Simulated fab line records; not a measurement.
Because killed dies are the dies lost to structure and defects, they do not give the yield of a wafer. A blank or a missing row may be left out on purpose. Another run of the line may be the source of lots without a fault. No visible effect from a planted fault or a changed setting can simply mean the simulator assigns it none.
Comparing a struck lot with a sound one + flow nand-harc + 32 out of 1159 route steps
Sound: wafers L421.2, L421.3, L421.5. Struck: wafer L424.5 (left out: L424.2, L424.3 of the same lot, which were not struck); the cause appears at the end.
Order at every step that has rows: each side's tool, ch and its chambers, its first start. Under that, the readings that differ: sound wafers + struck wafers + difference of the means + sigmas: that difference in standard deviations of wafers without a fault.
alike: readings with means less than 2 such deviations apart, plus words and numbers identical on both sides. not compared: withheld readings, readings lacking a value on some wafer, bounds such as >300 that could conceal the same value, and numbers that have no deviation in the record and whose values overlap.
Wherever a step has rows on one side only, a row that says differs or no value, or a row with sigmas, the two part there. When numbers do not overlap yet have no deviation, they are printed without sigmas and do not part them. A reading that every wafer of one side lacks parts them only if that side has two wafers or more.

first, 5 steps without rows for these wafers: NHARC_A_ONON_D1_DEP_22 (target thk 1000 nm); NHARC_A_ONON_D1_DEP_25 (target thk 1000 nm); NHARC_A_ONON_D1_DEP_28 (target thk 1000 nm); NHARC_A_ONON_D1_DEP_33 (deposits SiO2, target thk 200 nm); NHARC_A_CHANNEL_HOLE_D1_DEP_00 (deposits aC, target thk 3100 nm).
NHARC_A_CHANNEL_HOLE_D1_DEP_01: deposits SiON, target thk 140 nm.
  sound on pecvd-04 ch 0,1, day 10 00:35; struck on pecvd-04 ch 0, day 10 14:36
  alike: heater-power-w
then, 25 steps without rows for these wafers: NHARC_A_CHANNEL_HOLE_D1_DEHYDRATE_02 (time 120 s); NHARC_A_CHANNEL_HOLE_D1_HMDS_03 (time 30 s); NHARC_A_CHANNEL_HOLE_D1_COAT_36 (time 75 s); NHARC_A_CHANNEL_HOLE_D1_COAT_37 (time 65 s); NHARC_A_CHANNEL_HOLE_D1_COAT_04 (resist thk 90 nm); NHARC_A_CHANNEL_HOLE_D1_SOFTBAKE_05 (time 55 s); NHARC_A_CHANNEL_HOLE_D1_EBR_06; NHARC_A_CHANNEL_HOLE_D1_EXPOSE_07 (exposes mask HOLE D1, target cd 100 nm); NHARC_A_CHANNEL_HOLE_D1_PEB_08 (peb time 65 s); NHARC_A_CHANNEL_HOLE_D1_DEVELOP_09 (develop time 35 s); NHARC_A_CHANNEL_HOLE_D1_DESCUM_15 (chemistry O2, time 3 s); NHARC_A_CHANNEL_HOLE_D1_ETCH_38 (etches the open film in CF4, target depth 39 nm, time 65 s); NHARC_A_CHANNEL_HOLE_D1_ETCH_39 (etches the open film in N2/H2, target depth 260 nm, time 325 s); NHARC_A_CHANNEL_HOLE_D1_ETCH_34 (etches the open film in CF4/CHF3, target depth 154 nm, time 77 s); NHARC_A_CHANNEL_HOLE_D1_ETCH_16 (etches the open film in O2/COS, target depth 3100 nm, time 806 s); NHARC_A_CHANNEL_HOLE_D1_ETCH_19 (etches the open film in C4F8/O2/Ar, time 34.5 s); NHARC_A_CHANNEL_HOLE_D1_ETCH_20 (etches the open film in C4F8/O2/Ar, time 361.9 s, target depth 1600 nm); NHARC_A_CHANNEL_HOLE_D1_ETCH_21 (etches the open film in C4F8/O2/Ar, time 514.3 s, target depth 1600 nm); NHARC_A_CHANNEL_HOLE_D1_ETCH_22 (etches the open film in C4F8/O2/Ar, time 666.7 s, target depth 1600 nm); NHARC_A_CHANNEL_HOLE_D1_ETCH_23 (etches the open film in C4F8/O2/Ar, time 819 s, target depth 1600 nm); NHARC_A_CHANNEL_HOLE_D1_ETCH_24 (etches the open film in C4F8/O2/Ar, time 906.2 s, target depth 1500 nm); NHARC_A_CHANNEL_HOLE_D1_ETCH_25 (etches the open film in C4F8/O2/Ar, time 1040.2 s, target depth 1500 nm); NHARC_A_CHANNEL_HOLE_D1_ETCH_26 (etches the open film in C4F8/O2/Ar, time 224.1 s, target depth 300 nm); NHARC_A_CHANNEL_HOLE_D1_ETCH_33 (etches the open film in C4F8/O2/Ar, time 90 s, target depth 400 nm); NHARC_A_CHANNEL_HOLE_D1_STRIP_41 (strips in N2/H2).
-- break in the record here, with 11 days between the starts of the struck wafers on either side (left off in module A_CHANNEL_HOLE_D1, picked up again in module END, where the first step shown is number 1159 on the route) --
NHARC_END_SORT_01:
  sound on prober-02 ch 0, day 20 20:10; struck on prober-01 ch 0, day 21 13:14
| reading         | sound    | struck                   | difference                   | sigmas |
|-----------------|----------|--------------------------|------------------------------|--------|
| hold            | - - -    | await-dispo/4.1h/release | no value on the sound wafers |        |
| killed-at-array | 26 12 15 | 667                      | +649                         | +59    |
| killed-at-other | 4 1 3    | 0                        | -3                           | -3     |
| killed-dies     | 34 17 20 | 668                      | +644                         | +59    |
  alike: killed-at-periphery, killed-open, killed-short

## WHERE THEY PART
Only at NHARC_END_SORT_01, within this record.

WHY: the cause the simulator had injected
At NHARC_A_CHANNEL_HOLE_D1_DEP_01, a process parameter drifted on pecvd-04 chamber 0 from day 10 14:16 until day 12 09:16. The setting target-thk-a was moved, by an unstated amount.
